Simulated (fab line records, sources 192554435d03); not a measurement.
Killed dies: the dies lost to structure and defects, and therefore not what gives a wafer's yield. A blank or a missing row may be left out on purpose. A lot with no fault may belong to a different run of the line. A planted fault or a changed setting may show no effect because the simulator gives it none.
Lot-split experiment :: flow n5-finfet :: 7 lots, 39 wafers read, on a route of 1938 steps

ABOUT THE SPLIT
At N5_BEOL_M10_ALD_74 (deposits TaN, target thk 2 nm, pulse time 2 s, purge time 3 s), the setting ald-cycles was moved away from the recipe's 40 on 12 of the 39 wafers read, by -57.5% to +47.5%. All remaining wafers had this setting at the recipe value.

The reading is taken at the split's own step.

THE READING
TaN_of_BEOL_M10_ALD_74.thk-nm (the simulator's own value, which no gauge read), in nm, at N5_BEOL_M10_ALD_74 (deposits TaN, target thk 2 nm, pulse time 2 s, purge time 3 s). No usual value for it is given in the file.

wafer: L074.1
tool, chamber at the split: ald-metal-04, 0,2,2
ald-cycles as run: 40
against the recipe: recipe
TaN_of_BEOL_M10_ALD_74.thk-nm, nm: 2
against lot-mates on the recipe: -

wafer: L074.2
tool, chamber at the split: ald-metal-04, 0,2,2
ald-cycles as run: 40
against the recipe: recipe
TaN_of_BEOL_M10_ALD_74.thk-nm, nm: 2
against lot-mates on the recipe: -

wafer: L074.5
tool, chamber at the split: ald-metal-04, 0,2,2
ald-cycles as run: 40
against the recipe: recipe
TaN_of_BEOL_M10_ALD_74.thk-nm, nm: 2
against lot-mates on the recipe: -

wafer: L074.3
tool, chamber at the split: ald-metal-04, 1,3,3
ald-cycles as run: 59
against the recipe: +47.5%
TaN_of_BEOL_M10_ALD_74.thk-nm, nm: 3
against lot-mates on the recipe: +1.0

wafer: L074.4
tool, chamber at the split: ald-metal-04, 1,3,3
ald-cycles as run: 59
against the recipe: +47.5%
TaN_of_BEOL_M10_ALD_74.thk-nm, nm: 3
against lot-mates on the recipe: +1.0

wafer: L074.6
tool, chamber at the split: ald-metal-04, 1,3,3
ald-cycles as run: 59
against the recipe: +47.5%
TaN_of_BEOL_M10_ALD_74.thk-nm, nm: 3
against lot-mates on the recipe: +1.0

wafer: L078.1
tool, chamber at the split: ald-metal-04, 1,0,3,2,0,1
ald-cycles as run: 40
against the recipe: recipe
TaN_of_BEOL_M10_ALD_74.thk-nm, nm: 2
against lot-mates on the recipe: -

wafer: L078.2
tool, chamber at the split: ald-metal-04, 1,0,3,2,0,1
ald-cycles as run: 40
against the recipe: recipe
TaN_of_BEOL_M10_ALD_74.thk-nm, nm: 2
against lot-mates on the recipe: -

wafer: L078.3
tool, chamber at the split: ald-metal-04, 1,0,3,2,0,1
ald-cycles as run: 40
against the recipe: recipe
TaN_of_BEOL_M10_ALD_74.thk-nm, nm: 2
against lot-mates on the recipe: -

wafer: L078.4
tool, chamber at the split: ald-metal-04, 1,0,3,2,0,1
ald-cycles as run: 40
against the recipe: recipe
TaN_of_BEOL_M10_ALD_74.thk-nm, nm: 2
against lot-mates on the recipe: -

wafer: L078.5
tool, chamber at the split: ald-metal-04, 1,0,3,2,0,1
ald-cycles as run: 40
against the recipe: recipe
TaN_of_BEOL_M10_ALD_74.thk-nm, nm: 2
against lot-mates on the recipe: -

wafer: L078.6
tool, chamber at the split: ald-metal-04, 1,0,3,2,0,1
ald-cycles as run: 40
against the recipe: recipe
TaN_of_BEOL_M10_ALD_74.thk-nm, nm: 2
against lot-mates on the recipe: -

wafer: L091.1
tool, chamber at the split: ald-metal-02, 1,2,0,3,1,0
ald-cycles as run: 40
against the recipe: recipe
TaN_of_BEOL_M10_ALD_74.thk-nm, nm: 2
against lot-mates on the recipe: -

wafer: L091.2
tool, chamber at the split: ald-metal-02, 1,2,0,3,1,0
ald-cycles as run: 40
against the recipe: recipe
TaN_of_BEOL_M10_ALD_74.thk-nm, nm: 2
against lot-mates on the recipe: -

wafer: L091.3
tool, chamber at the split: ald-metal-02, 1,2,0,3,1,0
ald-cycles as run: 40
against the recipe: recipe
TaN_of_BEOL_M10_ALD_74.thk-nm, nm: 2
against lot-mates on the recipe: -

wafer: L091.4
tool, chamber at the split: ald-metal-02, 1,2,0,3,1,0
ald-cycles as run: 40
against the recipe: recipe
TaN_of_BEOL_M10_ALD_74.thk-nm, nm: 2
against lot-mates on the recipe: -

wafer: L091.5
tool, chamber at the split: ald-metal-02, 1,2,0,3,1,0
ald-cycles as run: 40
against the recipe: recipe
TaN_of_BEOL_M10_ALD_74.thk-nm, nm: 2
against lot-mates on the recipe: -

wafer: L091.6
tool, chamber at the split: ald-metal-02, 1,2,0,3,1,0
ald-cycles as run: 40
against the recipe: recipe
TaN_of_BEOL_M10_ALD_74.thk-nm, nm: 2
against lot-mates on the recipe: -

wafer: L090.1
tool, chamber at the split: ald-metal-03, 1,3,2
ald-cycles as run: 17
against the recipe: -57.5%
TaN_of_BEOL_M10_ALD_74.thk-nm, nm: 0.8
against lot-mates on the recipe: -1.2

wafer: L090.3
tool, chamber at the split: ald-metal-03, 1,3,2
ald-cycles as run: 17
against the recipe: -57.5%
TaN_of_BEOL_M10_ALD_74.thk-nm, nm: 0.8
against lot-mates on the recipe: -1.2

wafer: L090.5
tool, chamber at the split: ald-metal-03, 1,3,2
ald-cycles as run: 17
against the recipe: -57.5%
TaN_of_BEOL_M10_ALD_74.thk-nm, nm: 0.8
against lot-mates on the recipe: -1.2

wafer: L090.2
tool, chamber at the split: ald-metal-03, 0,2,3
ald-cycles as run: 40
against the recipe: recipe
TaN_of_BEOL_M10_ALD_74.thk-nm, nm: 2
against lot-mates on the recipe: -

wafer: L090.4
tool, chamber at the split: ald-metal-03, 0,2,3
ald-cycles as run: 40
against the recipe: recipe
TaN_of_BEOL_M10_ALD_74.thk-nm, nm: 2
against lot-mates on the recipe: -

wafer: L090.6
tool, chamber at the split: ald-metal-03, 0,2,3
ald-cycles as run: 40
against the recipe: recipe
TaN_of_BEOL_M10_ALD_74.thk-nm, nm: 2
against lot-mates on the recipe: -

wafer: L095.1
tool, chamber at the split: ald-metal-03, 0,2,1
ald-cycles as run: 25
against the recipe: -37.5%
TaN_of_BEOL_M10_ALD_74.thk-nm, nm: 1.2
against lot-mates on the recipe: -0.8

wafer: L095.3
tool, chamber at the split: ald-metal-03, 0,2,1
ald-cycles as run: 25
against the recipe: -37.5%
TaN_of_BEOL_M10_ALD_74.thk-nm, nm: 1.2
against lot-mates on the recipe: -0.8

wafer: L095.4
tool, chamber at the split: ald-metal-03, 0,2,1
ald-cycles as run: 25
against the recipe: -37.5%
TaN_of_BEOL_M10_ALD_74.thk-nm, nm: 1.2
against lot-mates on the recipe: -0.8

wafer: L095.2
tool, chamber at the split: ald-metal-03, 3,2,1
ald-cycles as run: 40
against the recipe: recipe
TaN_of_BEOL_M10_ALD_74.thk-nm, nm: 2
against lot-mates on the recipe: -

wafer: L095.5
tool, chamber at the split: ald-metal-03, 3,2,1
ald-cycles as run: 40
against the recipe: recipe
TaN_of_BEOL_M10_ALD_74.thk-nm, nm: 2
against lot-mates on the recipe: -

wafer: L095.6
tool, chamber at the split: ald-metal-03, 3,2,1
ald-cycles as run: 40
against the recipe: recipe
TaN_of_BEOL_M10_ALD_74.thk-nm, nm: 2
against lot-mates on the recipe: -

wafer: L094.2
tool, chamber at the split: ald-metal-02, 0,3,1
ald-cycles as run: 40
against the recipe: recipe
TaN_of_BEOL_M10_ALD_74.thk-nm, nm: 2
against lot-mates on the recipe: -

wafer: L094.4
tool, chamber at the split: ald-metal-02, 0,3,1
ald-cycles as run: 40
against the recipe: recipe
TaN_of_BEOL_M10_ALD_74.thk-nm, nm: 2
against lot-mates on the recipe: -

wafer: L094.6
tool, chamber at the split: ald-metal-02, 0,3,1
ald-cycles as run: 40
against the recipe: recipe
TaN_of_BEOL_M10_ALD_74.thk-nm, nm: 2
against lot-mates on the recipe: -

wafer: L097.1
tool, chamber at the split: ald-metal-04, 2,0,0
ald-cycles as run: 40
against the recipe: recipe
TaN_of_BEOL_M10_ALD_74.thk-nm, nm: 2
against lot-mates on the recipe: -

wafer: L097.3
tool, chamber at the split: ald-metal-04, 2,0,0
ald-cycles as run: 40
against the recipe: recipe
TaN_of_BEOL_M10_ALD_74.thk-nm, nm: 2
against lot-mates on the recipe: -

wafer: L097.4
tool, chamber at the split: ald-metal-04, 2,0,0
ald-cycles as run: 40
against the recipe: recipe
TaN_of_BEOL_M10_ALD_74.thk-nm, nm: 2
against lot-mates on the recipe: -

wafer: L097.2
tool, chamber at the split: ald-metal-04, 1,2,1
ald-cycles as run: 21
against the recipe: -47.5%
TaN_of_BEOL_M10_ALD_74.thk-nm, nm: 1
against lot-mates on the recipe: -1.0

wafer: L097.5
tool, chamber at the split: ald-metal-04, 1,2,1
ald-cycles as run: 21
against the recipe: -47.5%
TaN_of_BEOL_M10_ALD_74.thk-nm, nm: 1
against lot-mates on the recipe: -1.0

wafer: L097.6
tool, chamber at the split: ald-metal-04, 1,2,1
ald-cycles as run: 21
against the recipe: -47.5%
TaN_of_BEOL_M10_ALD_74.thk-nm, nm: 1
against lot-mates on the recipe: -1.0
Where a row lists several chambers, the file gives one row for several wafers and doesn't say which wafer went through which chamber.

THE FIT
A straight line over all 39 wafers: TaN_of_BEOL_M10_ALD_74.thk-nm changes by +0.021 nm for each +1% of ald-cycles; r = +1.00; the points scatter about the line by 0.0042 nm.
The same after taking each lot's own level away (the mean of its wafers on the recipe; 39 wafers): +0.021 nm for each +1%; r = +1.00; scatter 0.0042 nm.
According to that fit, moving ald-cycles by its largest amount changes the reading by 1.2 nm.
The lots' own levels span 2.00 to 2.00 nm.
Consequently the slope shifts little with the lot-to-lot level, the two slopes agreeing.
Check: with one of the wafers moved furthest among these (-57.5%) left out of the fit, the line predicts -1.21 nm for it against its lot-mates. Against them it came out at -1.2 nm.

OTHER SPLITS APPLIED TO THESE WAFERS
These wafers also went through other splits before the reading. Each is held against what the fit with the lots' levels taken away leaves over:
other split on the same wafers: N5_BEOL_M4_ETCH_64 time-s
wafers away from the commonest value: 12
r with TaN_of_BEOL_M10_ALD_74.thk-nm (lot level and that fit taken away): -0.36

other split on the same wafers: N5_BEOL_M5_VIA_ETCH_34 target-depth-a
wafers away from the commonest value: 15
r with TaN_of_BEOL_M10_ALD_74.thk-nm (lot level and that fit taken away): +0.53

other split on the same wafers: N5_BEOL_M7_HM_DEP_02 target-thk-a
wafers away from the commonest value: 12
r with TaN_of_BEOL_M10_ALD_74.thk-nm (lot level and that fit taken away): +0.30

THE FILE'S OWN FIT
TaN_of_BEOL_M10_ALD_74.thk-nm changes by +0.021 nm for each +1% of ald-cycles, r = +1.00.
